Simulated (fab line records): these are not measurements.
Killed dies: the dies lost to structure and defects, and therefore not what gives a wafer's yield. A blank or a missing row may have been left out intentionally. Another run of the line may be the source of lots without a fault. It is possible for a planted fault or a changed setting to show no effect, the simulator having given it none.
Matching of chambers | flow n5Finfet | N5_BEOL_M10_ETCH_66 on rieDiel-04 has 4 sister chambers
The step etches SOC in N2/H2, target depth 120 nm, overetch 24 nm, time 180 s. 18 wafers are shown with their chamber, then 9 later ones without.

== WAFERS WITH THEIR CHAMBER ==
wafer  | chamber | drypumpMotorCurrentA (A) | showerheadPlenumPTorr (Torr) | throttleValvePct (%)
L074.1 | 3       | 5.8                      | 2.51                         | 17.62
L074.3 | 2       | 6.8                      | 2.50                         | 18.29
L074.5 | 0       | 4.9                      | 2.44                         | 17.88
L077.2 | 0       | 5.0                      | 2.44                         | 17.87
L077.3 | 1       | 5.7                      | 2.42                         | 17.50
L077.4 | 3       | 5.8                      | 2.51                         | 17.63
L081.1 | 3       | 5.8                      | 2.50                         | 17.64
L081.4 | 0       | 5.0                      | 2.44                         | 17.92
L081.6 | 1       | 5.7                      | 2.41                         | 17.52
L082.1 | 0       | 5.0                      | 2.44                         | 17.92
L082.3 | 3       | 5.8                      | 2.50                         | 17.65
L082.6 | 1       | 5.7                      | 2.41                         | 17.53
L087.1 | 0       | 5.0                      | 2.43                         | 17.93
L087.4 | 2       | 6.8                      | 2.50                         | 17.85
L087.5 | 0       | 5.0                      | 2.43                         | 17.94
L090.1 | 1       | 5.7                      | 2.40                         | 17.59
L090.3 | 0       | 4.9                      | 2.43                         | 17.96
L090.6 | 3       | 5.8                      | 2.49                         | 17.24

SIGNATURES, as means of the wafers listed above
reading               | chamber 0 | chamber 1 | chamber 2 | chamber 3 | scatter within a chamber
drypumpMotorCurrentA  | 4.971     | 5.700     | 6.800     | 5.800     | 0.0319
showerheadPlenumPTorr | 2.4357    | 2.4100    | 2.5000    | 2.5020    | 0.00682
throttleValvePct      | 17.9171   | 17.5350   | 18.0700   | 17.5560   | 0.129
Rule: a wafer lies at a distance from a chamber equal to the root of the sum of squares, over the readings, of (its reading less the chamber's mean, divided by the reading's scatter). If the next closest chamber is less than 2 further off than the closest, the wafer can't be placed; otherwise it belongs to the closest. The scatter: the root of (the sum of the squares of (reading less its chamber's mean) over the shown wafers, divided by (wafers less chambers)).

== WAFERS WITHOUT THEIR CHAMBER ==
wafer  | drypumpMotorCurrentA (A) | showerheadPlenumPTorr (Torr) | throttleValvePct (%)
L094.3 | 5.8                      | 2.49                         | 17.27
L094.5 | 5.8                      | 2.49                         | 17.26
L094.6 | 6.8                      | 2.49                         | 17.90
L093.1 | 5.7                      | 2.40                         | 17.59
L093.3 | 5.0                      | 2.43                         | 17.95
L093.5 | 5.0                      | 2.43                         | 17.96
L095.2 | 5.7                      | 2.40                         | 17.59
L095.4 | 6.8                      | 2.49                         | 17.88
L095.5 | 5.0                      | 2.42                         | 17.96

== CHAMBER TAKEN BY EACH ==
wafer  | from the rows above | in truth
L094.3 | 3                   | 3
L094.5 | 3                   | 3
L094.6 | 2                   | 2
L093.1 | 1                   | 1
L093.3 | 0                   | 0
L093.5 | 0                   | 0
L095.2 | 1                   | 1
L095.4 | 2                   | 2
L095.5 | 0                   | 0
Placed correctly: 9 of 9. Left unplaced by these rows: 0. Wrongly placed: 0.
